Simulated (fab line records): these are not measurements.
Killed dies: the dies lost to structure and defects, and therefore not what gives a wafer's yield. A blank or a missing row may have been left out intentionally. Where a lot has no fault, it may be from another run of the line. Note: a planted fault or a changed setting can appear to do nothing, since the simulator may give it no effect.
A lot that was struck, set against a sound lot + flow nandHarc + 14 out of 1159 route steps
Sound: these wafers, L523.2, L523.3, L523.6. Wafers L531.3, L531.4, L531.5 were the ones struck. At the end, the cause is stated.
Per side, at each step with rows, come the tool, then ch with its chambers, and then its first start. Under that, the readings that differ: sound wafers + struck wafers + difference of the means + sigmas: that difference in standard deviations of wafers without a fault.
alike: readings with means less than 2 such deviations apart, plus words and numbers identical on both sides. not compared: withheld readings, readings lacking a value on some wafer, bounds such as >300 that could conceal the same value, and numbers that have no deviation in the record and whose values overlap.
A row with sigmas, a row that says differs or no value, or rows on one side alone: a step with any of these is where the two part. When numbers do not overlap yet have no deviation, they are printed without sigmas and do not part them. Lack of a reading on every wafer of one side parts them only where that side has two or more wafers.

NHARC_P_CONTACT_CMP_01: polishes SiO2, target thk 200 nm.
  sound on cmp-04 ch 1,2, day 7 06:28; struck on cmp-04 ch 1,2, day 9 02:38
  alike: motorCurrentA
then, 10 steps without rows for these wafers: NHARC_P_CONTACT_SRD_03; NHARC_P_CONTACT_DEHYDRATE_04 (time 120 s); NHARC_P_CONTACT_HMDS_05 (time 30 s); NHARC_P_CONTACT_COAT_33 (time 75 s); NHARC_P_CONTACT_COAT_34 (time 65 s); NHARC_P_CONTACT_COAT_06 (resist thk 90 nm); NHARC_P_CONTACT_SOFTBAKE_07 (time 55 s); NHARC_P_CONTACT_EBR_08; NHARC_P_CONTACT_EXPOSE_09 (exposes mask P CA, target cd 90 nm); NHARC_P_CONTACT_PEB_10 (peb time 65 s).
NHARC_P_CONTACT_DEVELOP_11: develop time 35 s.
  sound on lithoTrack-01 ch 0, day 7 07:00; struck on lithoTrack-04 ch 0, day 9 03:00
| reading            | sound             | struck            | difference | sigmas |
|--------------------|-------------------|-------------------|------------|--------|
| developerTempC (C) | 22.94 22.80 23.09 | 22.00 21.92 22.07 | -0.95      | -9     |
NHARC_P_CONTACT_CD_MEAS_12: target cd 90 nm.
  sound on cdSem-03 ch 0, day 7 07:17; struck on cdSem-02 ch 0, day 9 03:30
  alike: cdNm
-- record jumps: 16 days between struck wafers' starts before vs after; left off in module P_CONTACT, resumes in module END, first step shown is number 1159 of the route --
NHARC_END_SORT_01:
  here the record holds rows for the struck wafers (prober-01 ch 0, day 25 12:30) but none for the sound ones

## WHERE THEY PART
First at NHARC_P_CONTACT_DEVELOP_11; last, within this record, at NHARC_END_SORT_01.

WHY: whatever the simulator had introduced
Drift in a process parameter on lithoTrack-04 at NHARC_P_CONTACT_DEVELOP_11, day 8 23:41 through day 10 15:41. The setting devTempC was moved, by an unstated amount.
